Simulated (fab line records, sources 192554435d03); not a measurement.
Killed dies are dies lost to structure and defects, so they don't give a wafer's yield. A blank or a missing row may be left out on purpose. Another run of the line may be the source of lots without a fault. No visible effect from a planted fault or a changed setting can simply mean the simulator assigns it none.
Lot-split experiment || flow n5Finfet || on a route of 1938 steps: 7 lots, 21 wafers read

## SPLIT DETAILS
At N5_MOL_CONTACT_COAG_ETCH_106 (etches SOC in N2/H2, target depth 80 nm, overetch 16 nm, time 120 s), the setting sourceW was moved away from the recipe's 840 W on 5 of the 21 wafers read, by -7.6% to +13.3%. All remaining wafers had this setting at the recipe value.

The reading is taken at the split's own step.

## THE READING
rfVppV, in V, at N5_MOL_CONTACT_COAG_ETCH_106 (etches SOC in N2/H2, target depth 80 nm, overetch 16 nm, time 120 s). On this fab line, fault-free wafers typically give 524.6 V with a standard deviation of 2.3 V.

{"wafer": "L076.3", "tool, chamber at the split": "rieDiel-04, 3", "sourceW as run, W": 840, "against the recipe": "recipe", "rfVppV, V": 526.1, "against lot-mates on the recipe": "-"}
{"wafer": "L076.4", "tool, chamber at the split": "rieDiel-04, 0", "sourceW as run, W": 840, "against the recipe": "recipe", "rfVppV, V": 523.0, "against lot-mates on the recipe": "-"}
{"wafer": "L076.5", "tool, chamber at the split": "rieDiel-04, 0", "sourceW as run, W": 840, "against the recipe": "recipe", "rfVppV, V": 524.8, "against lot-mates on the recipe": "-"}
{"wafer": "L077.1", "tool, chamber at the split": "rieDiel-05, 1", "sourceW as run, W": 840, "against the recipe": "recipe", "rfVppV, V": 521.6, "against lot-mates on the recipe": "-"}
{"wafer": "L077.3", "tool, chamber at the split": "rieDiel-05, 2", "sourceW as run, W": 840, "against the recipe": "recipe", "rfVppV, V": 526.6, "against lot-mates on the recipe": "-"}
{"wafer": "L077.4", "tool, chamber at the split": "rieDiel-05, 0", "sourceW as run, W": 840, "against the recipe": "recipe", "rfVppV, V": 522.7, "against lot-mates on the recipe": "-"}
{"wafer": "L078.1", "tool, chamber at the split": "rieDiel-02, 2", "sourceW as run, W": 840, "against the recipe": "recipe", "rfVppV, V": 527.8, "against lot-mates on the recipe": "-"}
{"wafer": "L078.4", "tool, chamber at the split": "rieDiel-02, 3", "sourceW as run, W": 840, "against the recipe": "recipe", "rfVppV, V": 525.4, "against lot-mates on the recipe": "-"}
{"wafer": "L078.6", "tool, chamber at the split": "rieDiel-02, 1", "sourceW as run, W": 898.5, "against the recipe": "+7.0%", "rfVppV, V": 513.2, "against lot-mates on the recipe": -13.4}
{"wafer": "L079.1", "tool, chamber at the split": "rieDiel-04, 3", "sourceW as run, W": 776, "against the recipe": "-7.6%", "rfVppV, V": 540.9, "against lot-mates on the recipe": "+16.2"}
{"wafer": "L079.2", "tool, chamber at the split": "rieDiel-04, 0", "sourceW as run, W": 776, "against the recipe": "-7.6%", "rfVppV, V": 537.7, "against lot-mates on the recipe": "+13.0"}
{"wafer": "L079.3", "tool, chamber at the split": "rieDiel-04, 1", "sourceW as run, W": 840, "against the recipe": "recipe", "rfVppV, V": 524.7, "against lot-mates on the recipe": "-"}
{"wafer": "L083.3", "tool, chamber at the split": "rieDiel-04, 0", "sourceW as run, W": 840, "against the recipe": "recipe", "rfVppV, V": 521.9, "against lot-mates on the recipe": "-"}
{"wafer": "L083.5", "tool, chamber at the split": "rieDiel-04, 3", "sourceW as run, W": 840, "against the recipe": "recipe", "rfVppV, V": 525.8, "against lot-mates on the recipe": "-"}
{"wafer": "L083.6", "tool, chamber at the split": "rieDiel-04, 2", "sourceW as run, W": 795.3, "against the recipe": "-5.3%", "rfVppV, V": 532.7, "against lot-mates on the recipe": "+8.9"}
{"wafer": "L085.1", "tool, chamber at the split": "rieDiel-05, 1", "sourceW as run, W": 840, "against the recipe": "recipe", "rfVppV, V": 522.5, "against lot-mates on the recipe": "-"}
{"wafer": "L085.3", "tool, chamber at the split": "rieDiel-05, 0", "sourceW as run, W": 840, "against the recipe": "recipe", "rfVppV, V": 523.6, "against lot-mates on the recipe": "-"}
{"wafer": "L085.4", "tool, chamber at the split": "rieDiel-05, 3", "sourceW as run, W": 952, "against the recipe": "+13.3%", "rfVppV, V": 506.4, "against lot-mates on the recipe": -16.6}
{"wafer": "L092.2", "tool, chamber at the split": "rieDiel-02, 0", "sourceW as run, W": 840, "against the recipe": "recipe", "rfVppV, V": 521.7, "against lot-mates on the recipe": "-"}
{"wafer": "L092.4", "tool, chamber at the split": "rieDiel-02, 1", "sourceW as run, W": 840, "against the recipe": "recipe", "rfVppV, V": 525.0, "against lot-mates on the recipe": "-"}
{"wafer": "L092.5", "tool, chamber at the split": "rieDiel-02, 0", "sourceW as run, W": 840, "against the recipe": "recipe", "rfVppV, V": 521.4, "against lot-mates on the recipe": "-"}

FIT RESULTS
A straight line over all 21 wafers: rfVppV changes by -1.59 V for each +1% of sourceW; r = -0.95; the points scatter about the line by 2.2 V.
The same after taking each lot's own level away (the mean of its wafers on the recipe; 21 wafers): -1.58 V for each +1%; r = -0.96; scatter 2 V.
According to that fit, moving sourceW by its largest amount changes the reading by 21 V.
The lots' own levels span 522.70 to 526.60 V, that is 1.7 times the standard deviation above.
The two slopes agree, so the slope changes little with the lot-to-lot level.
Check: with one of the wafers moved furthest among these (+13.3%) left out of the fit, the line predicts -25.2 V for it against its lot-mates. It came out at -16.6 V against them.
Tool readings at the split's step, against how far the setting was moved: rfVppV r = -0.95.

## FURTHER SPLITS ON THESE WAFERS
Note: prior to the reading, these wafers also went through further splits. Each is held against what the fit with the lots' levels taken away leaves over:
{"other split on the same wafers": "N5_MOL_CONTACT_COAG_ETCH_105 biasW", "wafers away from the commonest value": 9, "r with rfVppV (lot level and that fit taken away)": "+0.37"}

## THE FILE'S OWN FIT
rfVppV changes by -1.51 V for each +1% of sourceW, r = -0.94.
